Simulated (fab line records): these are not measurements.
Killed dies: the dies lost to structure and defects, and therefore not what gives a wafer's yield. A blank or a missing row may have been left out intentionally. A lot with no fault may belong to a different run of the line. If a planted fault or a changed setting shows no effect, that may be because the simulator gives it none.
Chamber matching	flow n5-finfet	rie-diel-04 running N5_BEOL_M3_ETCH_64: 4 sister chambers
The step etches SOC in N2/H2, target depth 75 nm, overetch 15 nm, time 112.5 s. 4 wafers are shown with their chamber, then 8 later ones without.

## WAFERS PAIRED WITH THEIR CHAMBERS
wafer	chamber	showerhead-plenum-p-Torr (Torr)
L076.1	2	2.41
L084.6	0	2.55
L087.2	3	2.63
L089.1	1	2.63

## WAFERS WHOSE CHAMBER IS MISSING
wafer	showerhead-plenum-p-Torr (Torr)
L089.4	2.62
L089.6	2.40
L094.3	2.62
L094.5	2.63
L094.6	2.54
L097.3	2.62
L097.4	2.53
L097.5	2.39

## CHAMBER TAKEN BY EACH
wafer	from the rows above	in truth
L089.4	can't be placed: 1 or 3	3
L089.6	2	2
L094.3	can't be placed: 1 or 3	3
L094.5	can't be placed: 1 or 3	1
L094.6	0	0
L097.3	can't be placed: 1 or 3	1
L097.4	0	0
L097.5	2	2
Correctly placed: 4 of 8. From these rows, 4 cannot be placed; in 4 the true chamber is one of the candidates. Placed wrongly: 0.
How it was worked out, from the rows above alone: a wafer's distance from a chamber is the root of the sum, over the readings, of the square of ((its reading less the chamber's mean) divided by the reading's scatter). If the next closest chamber is less than 2 further off than the closest, the wafer can't be placed; otherwise it belongs to the closest. The mean given for a chamber averages the wafers shown for that chamber. The scatter: root of mean squared gap, hidden wafer to nearest shown wafer, with one shown wafer a chamber.
